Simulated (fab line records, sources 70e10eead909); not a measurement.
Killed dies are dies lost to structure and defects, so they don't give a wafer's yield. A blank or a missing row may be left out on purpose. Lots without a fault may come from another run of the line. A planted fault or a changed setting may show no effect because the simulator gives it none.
A struck lot beside a sound one | flow nand_harc | 14 steps out of a route of 1302
Sound: wafers L439.3, L439.5, L439.6. Struck: wafer L458.6. (L458.3, L458.4 of the same lot were not struck and are left out.) The cause comes at the end.
At each step with rows: each side's tool, then ch and its chambers, then its first start. Under that, the readings that differ: sound wafers | struck wafers | difference of the means | sigmas: that difference in standard deviations of wafers without a fault.
alike: readings whose means differ by less than 2 such deviations, and words and numbers that are the same on both sides. not compared: withheld readings, readings that some wafer has no value for, bounds like >300 that may hide the same value, and numbers for which the record gives no deviation and whose values overlap.
The two part at a step that has a row with sigmas, a row that says differs or no value, or rows on one side only. Numbers that don't overlap but have no deviation are shown without sigmas and don't part them. A reading that every wafer of one side lacks parts them only if that side has two wafers or more.

NHARC_P_GATE_DESCUM_93: chemistry O2, time 3 s.
  sound on rie_diel-06 ch 0,2,3, day 6 08:22; struck on rie_diel-02 ch 3, day 14 06:39
  alike: drypump_motor_current_A, o2_flow_sccm, oes_product_au, rf_vpp_V, showerhead_plenum_p_Torr, throttle_valve_pct
  not compared: rf_hours_counter_h
then, 1 step without rows for these wafers: NHARC_P_GATE_IMPLANT_94.
NHARC_P_GATE_STRIP_113: strips in N2/H2, time 740 s.
  sound on plasma_asher-02 ch 0,1, day 6 08:57; struck on plasma_asher-01 ch 0, day 14 07:16
  alike: drypump_motor_current_A, heater_power_w, temp_c
  not compared: rf_hours_counter_h
NHARC_P_GATE_STRIP_95: strips in O2.
  sound on plasma_asher-02 ch 0,1, day 6 09:27; struck on plasma_asher-01 ch 0, day 14 07:46
  reading    | sound                | struck | difference | sigmas
  temp_c (C) | 250.26 250.02 250.13 | 249.70 | -0.44      | -2
  alike: drypump_motor_current_A, heater_power_w
  not compared: rf_hours_counter_h
then, 3 steps without rows for these wafers: NHARC_P_GATE_STRIP_96 (strips in SPM, time 900 s); NHARC_P_GATE_RTA_64 (time 1 s); NHARC_P_GATE_ETCH_77 (etches SiO2 in dHF, target depth 6 nm).
NHARC_P_GATE_DEGAS_109: time 60 s.
  sound on pvd_sputter-01, day 6 10:18; struck on pvd_sputter-02, day 14 08:37
  alike: heater_power_w, susceptor_temp_C
then, 4 steps without rows for these wafers: NHARC_P_GATE_PRE_CLEAN_110 (time 30 s); NHARC_P_GATE_SPUTTER_78 (material Ni, target thk 10 nm); NHARC_P_GATE_SPUTTER_79 (material TiN, target thk 10 nm); NHARC_P_GATE_RTA_80 (time 30 s).
NHARC_P_GATE_STRIP_67: strips in SPM, time 600 s.
  sound on wet_bench-01 ch 1,6,7, day 6 10:47; struck on wet_bench-07 ch 4, day 14 09:07
  reading               | sound                | struck | difference | sigmas
  bath_guard_temp_C (C) | 129.4 130.2 130.5    | 122.8  | -7.2       | -13
  temp_c (C)            | 129.81 129.99 129.96 | 123.96 | -5.96      | -40
NHARC_P_GATE_RTA_82: time 30 s.
  sound on rtp_anneal-02 ch 0, day 6 11:08; struck on rtp_anneal-02 ch 0, day 14 09:25
  reading             | sound             | struck | difference | sigmas
  lamp_zone_5_pct (%) | 4.277 4.277 4.274 | 4.264  | -0.012     | -2
  wafer_temp_C_max    | 452.4 452.0 452.5 | 450.9  | -1.4       | -2
  alike: lamp_power_pct, lamp_zone_3_pct

WHERE THEY PART
First at NHARC_P_GATE_STRIP_95; last, within this record, at NHARC_P_GATE_RTA_82.

WHY: what the simulator had put in
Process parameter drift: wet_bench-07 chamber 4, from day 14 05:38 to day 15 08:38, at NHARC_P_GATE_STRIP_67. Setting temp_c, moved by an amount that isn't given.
